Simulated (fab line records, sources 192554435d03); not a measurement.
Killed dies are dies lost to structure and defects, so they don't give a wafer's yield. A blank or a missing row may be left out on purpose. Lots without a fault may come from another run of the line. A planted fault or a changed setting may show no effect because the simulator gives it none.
fab line records | flow n5_finfet
record lots=5 wafers=15 last_day=19
route steps=1938 shown BEOL_M7@1293 PASSIVATION@1936
lots that met no fault: from a run of the same line without faults
start_h: hours from the record's first day to the start of the lot's first wafer shown | wait_h: hours since the lot's step before | " the same as in the row above | L1.1+2: a row that stands for several wafers | - no value, or no start given | * or withheld: withheld | < > ~ a bound
route shown NAME@n: a module of which the file shows steps, and the number in the route of the first | usual: mean/standard deviation of fault-free wafers | same: alike in all rows | chamber/n: place in a boat | sites: the reading at each site | _std_site: their standard deviation | _edge_site: outer sites' mean less inner sites' | radius_mm: how far each site lies from the wafer's centre | mask NAME#n: copy n | behind: the tool/chamber that last shaped the wafer | hold: why the lot was held/for how many hours/how that ended | device: the transistor (n, p or np) that didn't switch | end of line: the same wafers' tests at the end of the route | a step without rows: its recipe alone | killed: dies lost to structure and defects at the first sort, not the wafer's yield | map: a wafer's dies, x killed, . not, _ none there
set.NAME: the setting as run; set.NAME@STEP: as run at that earlier step | model.NAME: the simulator's own value behind a step, which no gauge read
lots at some steps of the route; a table a step, a row a wafer
services: from which hour (start_h, from the record's first day; less than 0 if before it) a tool's chamber was out of use, for how many hours, and why
## steps
# step N5_BEOL_M7_EXPOSE_25
# recipe mask_id=V6 na=0.33 source_shape=annular sigma_inner=0.4 sigma_outer=0.8 polarization=unpolarized target_cd_nm=40 dose_mj=42.5
# step N5_BEOL_M7_PEB_26
# recipe peb_temp_c=100 peb_time_s=60 resist=CAR-EUV
# step N5_BEOL_M7_DEVELOP_27
# recipe develop_time_s=30 developer=TMAH resist=CAR-EUV rinse_liquid=surfactant_rinse dry=air_spin dev_temp_c=23
# step N5_BEOL_M7_CD_MEAS_28
# recipe target_cd_nm=40 landing_energy_ev=500 detector=se_inlens
# usual cd_nm=40.00/0.23
# columns lot.wafer tool chamber start_h wait_h cd_nm
L902.1 cd_sem-03 0 265.88 - 39.94
L902.3 " 0 " " 39.98
L902.6 " 0 " " 40.07
L905.1 cd_sem-01 0 272.24 - 39.74
L905.2 " 0 " " 40.03
L905.3 " 0 " " 39.57
L907.1 cd_sem-01 0 296.69 - 39.95
L907.3 " 0 " " 40.37
L907.4 " 0 " " 40.07
L912.1 cd_sem-02 0 313.55 - 40.19
L912.4 " 0 " " 39.53
L912.5 " 0 " " 39.60
L918.1 cd_sem-02 0 366.95 - 39.82
L918.2 " 0 " " 40.28
L918.6 " 0 " " 40.19
# step N5_BEOL_M7_OVL_MEAS_29
# recipe points_per_wafer=522
# usual V6_OVL=0.0/0.58
# columns lot.wafer tool chamber start_h wait_h V6_OVL[nm]
L902.1 overlay-01 0 265.91 0.0 0.0
L902.3 " 0 " " -0.6
L902.6 " 0 " " -0.5
L905.1 overlay-02 0 272.28 0.0 0.1
L905.2 " 0 " " 0.5
L905.3 " 0 " " -0.6
L907.1 overlay-01 0 296.72 0.0 -0.4
L907.3 " 0 " " -0.2
L907.4 " 0 " " 0.3
L912.1 overlay-01 0 313.58 0.0 -1.0
L912.4 " 0 " " -0.2
L912.5 " 0 " " -1.0
L918.1 overlay-02 0 366.98 0.0 -1.0
L918.2 " 0 " " -0.7
L918.6 " 0 " " -0.1
# step N5_BEOL_M7_INSPECT_30
# recipe mode=adi inspect_instrument=brightfield
# usual raw_defect_count=453/120
# columns lot.wafer tool chamber start_h wait_h raw_defect_count
L902.1 defect_inspect-01 - 265.97 0.1 245
L902.3 " - " " 406
L902.6 " - " " 238
L905.1 defect_inspect-01 - 272.33 0.1 510
L905.2 " - " " 547
L905.3 " - " " 441
L907.1 defect_inspect-01 - 296.78 0.1 776
L907.3 " - " " 574
L907.4 " - " " 565
L912.1 defect_inspect-02 - 313.63 0.1 506
L912.4 " - " " 461
L912.5 " - " " 601
L918.1 defect_inspect-02 - 367.04 0.1 261
L918.2 " - " " 420
L918.6 " - " " 390
# step N5_BEOL_M7_DESCUM_33
# recipe chemistry=O2 time_s=7 source_power_w=50 bias_power_w=20 pressure_mtorr=20 rf_frequency_hz=2.712e+07 temp_c=40 resist=CAR-EUV o2_flow_sccm=225
# usual drypump_motor_current_A=5.84/0.27 oes_product_au=0.77/0.092 rf_vpp_V=243.3/1.3 showerhead_plenum_p_Torr=2.10/0.055 throttle_valve_pct=20.48/0.27
# columns lot.wafer tool chamber start_h wait_h drypump_motor_current_A oes_product_au rf_hours_counter_h rf_vpp_V showerhead_plenum_p_Torr throttle_valve_pct
L902.1 rie_diel-01 0 266.44 0.5 5.69 0.86 72 244.1 2.09 19.96
L902.3 " 2 " " 5.62 0.88 51 244.4 2.06 20.52
L902.6 " 1 " " 6.18 0.71 - 244.3 2.18 21.09
L905.1 rie_diel-02 0 272.37 0.0 5.83 0.70 204 241.6 2.00 20.67
L905.2 " 2 " " 5.45 0.70 219 243.2 2.15 20.58
L905.3 " 3 " " 5.80 1.00 1 243.7 2.13 20.26
L907.1 rie_diel-02 1 297.13 0.4 6.34 0.71 199 244.6 2.15 20.31
L907.3 " 0 " " 5.82 0.70 207 241.0 2.00 20.69
L907.4 " 2 " " 5.45 0.70 225 243.5 2.15 20.60
L912.1 rie_diel-01 3 313.71 0.1 5.57 0.67 234 242.4 2.08 20.38
L912.4 " 2 " " 5.60 0.86 65 242.2 2.05 20.53
L912.5 " 1 " " 6.17 0.71 - 246.1 2.17 21.13
L918.1 rie_diel-01 3 367.26 0.2 5.54 0.67 248 242.2 2.07 20.40
L918.2 " 1 " " 6.21 0.70 235 244.2 2.17 21.13
L918.6 " 1 " " 6.22 0.70 - 244.5 2.17 21.12
# step N5_BEOL_M7_ETCH_72
# recipe chemistry=N2/H2 target=underlayer target_depth_a=65 mask_material=CAR-EUV time_s=5.2 ion_energy_ev=200 pressure_mtorr=30 source_w=840 bias_w=150 n2_flow_sccm=200 h2_flow_sccm=200 ends=cleared
# usual bias_w=150.0/0.47 drypump_motor_current_A=5.85/0.27 etch_rf_on_time_s=5.19/0.13 oes_product_au=0.65/0.08 rf_fwd_power_W=819.3/2.6 rf_vpp_V=524.2/2.5 showerhead_plenum_p_Torr=2.55/0.079 throttle_valve_pct=17.93/0.28
# columns lot.wafer tool chamber start_h wait_h bias_w drypump_motor_current_A etch_rf_on_time_s oes_product_au rf_fwd_power_W rf_hours_counter_h rf_vpp_V showerhead_plenum_p_Torr throttle_valve_pct
L902.1 rie_diel-01 0 266.48 0.0 149.5 5.66 5.18 0.72 818.6 72 525.8 2.55 17.35
L902.3 " 2 " " 149.4 5.64 5.18 0.76 815.4 51 523.2 2.47 17.77
L902.6 " 1 " " 150.3 6.23 5.31 0.60 819.8 - 527.5 2.63 18.41
L905.1 rie_diel-02 0 272.40 0.0 149.9 5.83 5.25 0.59 818.6 204 521.2 2.41 17.97
L905.2 " 2 " " 151.3 5.46 5.34 0.59 820.5 219 524.1 2.65 18.28
L905.3 " 3 " " 149.7 5.78 5.07 0.84 822.1 1 526.1 2.62 17.78
L907.1 rie_diel-02 1 297.17 0.0 149.9 6.31 5.09 0.61 818.5 199 527.8 2.63 17.89
L907.3 " 0 " " 149.4 5.80 5.26 0.60 818.0 207 522.4 2.41 17.98
L907.4 " 2 " " 149.3 5.46 5.25 0.60 815.7 225 526.1 2.64 18.27
L912.1 rie_diel-01 3 313.74 0.0 149.9 5.55 5.25 0.58 817.3 234 523.6 2.50 17.73
L912.4 " 2 " " 150.8 5.62 5.12 0.72 814.6 65 522.9 2.47 17.81
L912.5 " 1 " " 149.9 6.21 5.29 0.61 821.1 - 524.0 2.62 18.42
L918.1 rie_diel-01 3 367.29 0.0 150.1 5.56 5.28 0.57 819.6 248 522.8 2.49 17.77
L918.2 " 1 " " 149.9 6.23 5.32 0.59 818.5 235 524.6 2.61 18.44
L918.6 " 1 " " 150.3 6.25 5.24 0.59 814.9 - 523.1 2.61 18.44
# step N5_BEOL_M7_ETCH_65
# recipe chemistry=CF4 target=SiARC target_depth_a=156 mask_material=CAR-EUV time_s=26 ion_energy_ev=80 pressure_mtorr=40 source_w=545 bias_w=36 Ar_flow_sccm=100 cf4_flow_sccm=100 ends=cleared
# usual bias_w=35.99/0.1 cf4_flow_sccm=99.9/0.32 drypump_motor_current_A=5.85/0.28 etch_rf_on_time_s=25.9/0.63 oes_product_au=0.66/0.081 rf_fwd_power_W=533.3/2.4 rf_vpp_V=184.1/1.2 showerhead_plenum_p_Torr=2.15/0.064 throttle_valve_pct=15.68/0.22
# columns lot.wafer tool chamber start_h wait_h bias_w cf4_flow_sccm drypump_motor_current_A etch_rf_on_time_s oes_product_au rf_fwd_power_W rf_hours_counter_h rf_vpp_V showerhead_plenum_p_Torr throttle_valve_pct
L902.1 rie_diel-01 0 266.49 0.0 36.03 100.1 5.67 25.8 0.73 531.7 72 184.5 2.17 15.32
L902.3 " 2 " " 36.13 100.0 5.60 25.8 0.76 532.6 51 182.9 2.08 15.44
L902.6 " 1 " " 36.04 100.0 6.20 26.0 0.61 537.2 - 184.7 2.21 16.11
L905.1 rie_diel-02 0 272.42 0.0 36.06 100.2 5.85 26.3 0.59 533.7 204 182.4 2.02 15.70
L905.2 " 2 " " 35.99 99.8 5.47 26.2 0.60 531.7 219 185.7 2.21 15.90
L905.3 " 3 " " 35.89 100.2 5.82 25.0 0.86 531.5 1 185.9 2.19 15.43
L907.1 rie_diel-02 1 297.19 0.0 35.89 99.6 6.30 25.4 0.61 536.1 199 184.3 2.22 15.70
L907.3 " 0 " " 35.98 100.3 5.82 26.3 0.60 531.8 207 183.6 2.02 15.71
L907.4 " 2 " " 36.03 100.4 5.46 26.3 0.59 534.9 225 184.9 2.21 15.93
L912.1 rie_diel-01 3 313.76 0.0 35.85 99.7 5.56 26.1 0.58 532.5 234 183.9 2.11 15.54
L912.4 " 2 " " 36.00 99.9 5.64 25.5 0.74 532.3 65 182.9 2.07 15.47
L912.5 " 1 " " 36.07 100.1 6.27 26.0 0.60 534.5 - 184.2 2.20 16.14
L918.1 rie_diel-01 3 367.31 0.0 36.13 99.8 5.57 26.3 0.57 531.2 248 183.3 2.11 15.58
L918.2 " 1 " " 35.97 99.5 6.24 25.8 0.60 538.4 235 185.4 2.20 16.17
L918.6 " 1 " " 36.10 99.8 6.20 25.7 0.59 535.0 - 184.6 2.20 16.18
# step N5_BEOL_M7_ETCH_66
# recipe chemistry=N2/H2 target=SOC target_depth_a=800 overetch_a=160 mask_material=SiARC temp_c=40 time_s=120 ion_energy_ev=200 pressure_mtorr=30 source_w=840 bias_w=150 n2_flow_sccm=200 h2_flow_sccm=200
# usual bias_w=150.0/0.43 drypump_motor_current_A=5.85/0.27 oes_product_au=0.59/0.067 rf_fwd_power_W=836.1/2.8 rf_vpp_V=524.2/2.2 showerhead_plenum_p_Torr=2.55/0.079 throttle_valve_pct=17.89/0.28
# columns lot.wafer tool chamber start_h wait_h bias_w drypump_motor_current_A oes_product_au rf_fwd_power_W rf_hours_counter_h rf_vpp_V showerhead_plenum_p_Torr throttle_valve_pct
L902.1 rie_diel-01 0 266.52 0.0 149.4 5.67 0.64 837.4 72 524.5 2.55 17.31
L902.3 " 2 " " 149.9 5.63 0.67 834.4 51 523.1 2.47 17.72
L902.6 " 1 " " 149.8 6.19 0.55 834.2 - 527.5 2.63 18.35
L905.1 rie_diel-02 0 272.45 0.0 149.9 5.85 0.53 831.5 204 519.4 2.41 17.93
L905.2 " 2 " " 149.7 5.45 0.54 839.9 219 526.4 2.65 18.24
L905.3 " 3 " " 149.1 5.83 0.76 837.8 1 526.2 2.62 17.72
L907.1 rie_diel-02 1 297.21 0.0 150.7 6.33 0.53 833.1 199 524.3 2.63 17.86
L907.3 " 0 " " 150.2 5.85 0.53 834.8 207 521.0 2.41 17.94
L907.4 " 2 " " 149.9 5.46 0.53 837.6 225 525.8 2.64 18.24
L912.1 rie_diel-01 3 313.79 0.0 150.0 5.58 0.53 836.4 234 523.4 2.50 17.69
L912.4 " 2 " " 149.9 5.63 0.66 837.9 65 521.6 2.47 17.75
L912.5 " 1 " " 149.3 6.27 0.55 839.6 - 525.2 2.62 18.37
L918.1 rie_diel-01 3 367.34 0.0 150.2 5.55 0.52 842.4 248 521.8 2.49 17.69
L918.2 " 1 " " 150.4 6.20 0.53 833.5 235 525.6 2.61 18.40
L918.6 " 1 " " 150.6 6.21 0.53 833.9 - 526.3 2.61 18.39
# step N5_BEOL_M7_STRIP_69
# recipe chemistry=N2/H2 temp_c=40 n2_flow_sccm=200 h2_flow_sccm=200 rf_frequency_hz=6e+07
# step N5_BEOL_M7_STRIP_73
# recipe chemistry=N2/H2 temp_c=40 n2_flow_sccm=200 h2_flow_sccm=200 rf_frequency_hz=6e+07
# step N5_BEOL_M7_VIA_ETCH_34
# recipe chemistry=C4F6/O2 target=SiCOH_lowk target_depth_a=1255 mask_material=SOC taper_deg=4 time_s=50.5 ion_energy_ev=250 pressure_mtorr=30 source_w=345 bias_w=185 Ar_flow_sccm=300 C4F6_flow_sccm=10 O2_flow_sccm=10
# usual bias_w=185.0/0.54 drypump_motor_current_A=5.84/0.28 oes_ar_750_au=0.77/0.091 oes_product_au=0.77/0.093 rf_fwd_power_W=342.0/1.6 rf_vpp_V=664/9.9 showerhead_plenum_p_Torr=2.86/0.088 throttle_valve_pct=20.97/0.23
# columns lot.wafer tool chamber start_h wait_h bias_w drypump_motor_current_A oes_ar_750_au oes_product_au rf_fwd_power_W rf_hours_counter_h rf_vpp_V showerhead_plenum_p_Torr throttle_valve_pct model.etch.depth_nm model.SOC_of_BEOL_M7_COAT_63.thk_nm
L902.1 rie_diel-01 0 266.62 0.0 184.6 5.68 0.85 0.86 343.1 72 654 2.87 20.59 126.1 54
L902.3 " 2 " " 184.1 5.64 0.86 0.88 340.3 51 675 2.77 20.81 126.8 53.6
L902.6 " 1 " " 184.4 6.20 0.72 0.70 342.4 - 660 2.94 21.45 123.2 54
L905.1 rie_diel-02 0 272.55 0.0 185.4 5.86 0.71 0.69 338.3 204 664 2.69 20.92 123.5 54
L905.2 " 1 " " 184.8 6.32 0.72 0.72 343.8 192 680 2.95 20.94 126.9 53.8
L905.3 " 2 " " 184.1 5.45 0.68 0.69 343.1 219 666 2.95 21.27 124.3 54
L907.1 rie_diel-02 1 297.31 0.0 184.6 6.33 0.81 0.75 425.8 199 610 2.95 20.97 137.8 53.4
L907.3 " 0 " " 184.7 5.85 0.70 0.69 340.7 207 665 2.69 20.93 123.5 54
L907.4 " 2 " " 185.6 5.46 0.69 0.70 342.5 225 666 2.95 21.28 125.4 54
L912.1 rie_diel-01 3 313.89 0.0 184.9 5.54 0.68 0.69 342.1 234 661 2.81 20.77 124.3 54.4
L912.4 " 2 " " 185.6 5.63 0.85 0.87 342.4 65 673 2.77 20.83 128.5 54
L912.5 " 1 " " 184.4 6.26 0.71 0.71 343.7 - 662 2.94 21.47 124.1 54.4
L918.1 rie_diel-01 3 367.44 0.0 185.3 5.55 0.67 0.67 341.3 248 660 2.81 20.80 122.3 53.8
L918.2 " 1 " " 184.7 6.23 0.70 0.70 344.3 235 662 2.93 21.49 123.3 53.8
L918.6 " 1 " " 185.3 6.22 0.69 0.69 346.6 - 661 2.93 21.50 122.9 54
# step N5_BEOL_M7_STRIP_76
# recipe chemistry=C4F6/O2 resist=SiARC rf_frequency_hz=6e+07
# step N5_PASSIVATION_PROBE_49
# usual defect_limited_yield=91.0/1.4 killed_at_M0_to_M3=36/10 killed_at_M4_up=15/5 killed_at_contacts=12/6.1 killed_at_front_end=40/13 killed_at_other=3.8/2.9 killed_dies=106/16 killed_open=68/12 killed_short=35/8.2 sort_bin_5_function=5.2/0.9 sort_bin_6_memory=3.4/0.71 sort_n_pass=1073/17 sort_yield_pct=91.0/1.5
# same gross_dies=1180 killed_at_back_side=0 sort_bin_4_leakage[%]=0 sort_bin_8_speed[%]=0
# columns lot.wafer tool chamber start_h wait_h defect_limited_yield[%] killed_at_M0_to_M3 killed_at_M4_up killed_at_contacts killed_at_front_end killed_at_other killed_dies killed_open killed_short sort_bin_5_function[%] sort_bin_6_memory[%] sort_n_pass sort_yield_pct[%]
L902.1 prober-02 - 363.06 0.0 89.7 42 20 18 41 1 122 83 39 5.8 4.2 1058 89.7
L902.3 prober-02 - 363.16 0.1 91.3 29 20 12 40 2 103 68 35 5.2 3.5 1077 91.3
L902.6 prober-02 - 363.31 0.3 90.3 45 23 13 32 2 115 68 46 5.3 4.0 1065 90.3
L912.1 prober-01 - 391.47 0.0 93.9 23 8 12 27 2 72 39 28 3.2 2.2 1108 93.9
L912.4 prober-01 - 391.62 0.2 91.7 36 14 11 32 5 98 58 39 4.3 3.4 1082 91.7
L912.5 prober-01 - 391.67 0.2 90.5 42 13 16 33 8 112 73 38 5.5 3.7 1068 90.5
L918.1 prober-02 - 452.82 0.0 92.5 29 11 6 39 4 89 56 30 4.1 3.3 1091 92.5
L918.2 prober-02 - 452.87 0.1 91.9 47 13 0 34 1 95 53 33 3.6 3.3 1085 91.9
L918.6 prober-02 - 453.07 0.3 91.2 36 14 9 35 10 104 60 39 5.4 2.8 1076 91.2
# killed by level:class
L902.1 STI_FIN_REVEAL:geometric_particle:open=14 MOL_CONTACT_COAG:geometric_particle:open=13 BEOL_M0_SAQP:geometric_particle:open=11 BEOL_M0_SAQP:geometric_particle:short=9 BEOL_M2:geometric_particle:open=9 BEOL_M4:geometric_particle:open=9 BEOL_M3:geometric_particle:open=7 STI_FIN_REVEAL:geometric_particle:short=6
L902.3 MOL_CONTACT_COAG:geometric_particle:open=11 BEOL_M4:geometric_particle:open=10 BEOL_M0_SAQP:geometric_particle:open=7 STI_FIN_REVEAL:geometric_particle:open=6 BEOL_M0_SAQP:geometric_particle:short=6 DUMMY_GATE:geometric_particle:short=5 BEOL_M3:geometric_particle:open=5 GATE_CUT:geometric_particle:short=4
L902.6 BEOL_M0_SAQP:geometric_particle:open=13 BEOL_M0_SAQP:geometric_particle:short=11 BEOL_M4:geometric_particle:open=11 MOL_CONTACT_COAG:geometric_particle:open=10 BEOL_M3:geometric_particle:open=10 FIN_SAQP:geometric_particle:short=8 STI_FIN_REVEAL:geometric_particle:open=5 BEOL_M5:geometric_particle:short=4
L912.1 MOL_CONTACT_COAG:geometric_particle:open=9 BEOL_M2:geometric_particle:open=6 FIN_SAQP:geometric_particle:short=5 DUMMY_GATE:geometric_particle:open=5 BEOL_M0_SAQP:geometric_particle:short=5 GATE_CUT:geometric_particle:short=4 BEOL_M3:geometric_particle:open=4 MOL_CONTACT_COAG:geometric_particle:short=3
L912.4 FIN_SAQP:geometric_particle:short=13 FIN_SAQP:geometric_particle:open=13 MOL_CONTACT_COAG:geometric_particle:open=8 BEOL_M0_SAQP:geometric_particle:open=8 BEOL_M0_SAQP:geometric_particle:short=8 BEOL_M2:geometric_particle:open=5 BEOL_M3:geometric_particle:open=5 BEOL_M1:geometric_particle:open=4
L912.5 BEOL_M3:geometric_particle:open=13 MOL_CONTACT_COAG:geometric_particle:open=10 FIN_SAQP:geometric_particle:short=9 BEOL_M0_SAQP:geometric_particle:short=8 BEOL_M2:geometric_particle:open=7 MOL_CONTACT_COAG:geometric_particle:short=6 MIM_TOP:geometric_particle:short=6 FIN_SAQP:geometric_particle:open=5
L918.1 FIN_SAQP:geometric_particle:open=9 BEOL_M0_SAQP:geometric_particle:open=7 BEOL_M0_SAQP:geometric_particle:short=7 BEOL_M2:geometric_particle:open=6 MOL_CONTACT_COAG:geometric_particle:open=5 STI_FIN_REVEAL:geometric_particle:open=5 BEOL_M3:geometric_particle:open=5 GATE_CUT:geometric_particle:short=4
L918.2 BEOL_M0_SAQP:geometric_particle:short=13 BEOL_M0_SAQP:geometric_particle:open=11 FIN_SAQP:geometric_particle:open=8 BEOL_M2:geometric_particle:open=8 DUMMY_GATE:geometric_particle:open=6 HKMG_FIN:area_etch=6 BEOL_M1:geometric_particle:open=4 BEOL_M3:geometric_particle:short=4
L918.6 BEOL_M0_SAQP:geometric_particle:open=10 BEOL_M4:geometric_particle:open=7 GATE_CUT:geometric_particle:short=6 BEOL_M0_SAQP:geometric_particle:short=6 BEOL_M2:geometric_particle:open=6 BEOL_M3:geometric_particle:open=6 STI_FIN_REVEAL:geometric_particle:open=5 MOL_CONTACT_COAG:geometric_particle:open=5
## services
# columns tool chamber start_h hours kind
rie_diel-02 3 245.46 - clean
rie_diel-02 3 245.46 - consumable_replace:esc
rie_diel-02 3 245.46 - consumable_replace:focus_ring
rie_diel-02 3 245.46 23.3 scheduled_down
rie_diel-02 3 245.46 23.3 vent_cycle
rie_diel-02 2 274.36 2.9 repair
rie_diel-01 1 284.52 11.2 repair
## key
first_sign step=N5_BEOL_M7_VIA_ETCH_34 reading=rf_fwd_power_W direction=up sigmas=53 usual=* struck=*
effect step=N5_BEOL_M7_VIA_ETCH_34 reading=rf_vpp_V direction=down sigmas=5.4 usual=664 struck=610
model_effect step=N5_BEOL_M7_VIA_ETCH_34 value=etch.depth_nm without=126.8 struck=137.8
met_at N5_BEOL_M7_VIA_ETCH_34
struck_wafers L907.1
onset_between 272.55 297.31
fault kind=process_parameter_drift tool=rie_diel-02 chamber=1 onset_h=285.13 steps=N5_BEOL_M7_VIA_ETCH_34 channel=source_w offset=82.8 shape=step end_h=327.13 acts_in=these_recipes_only stated=345
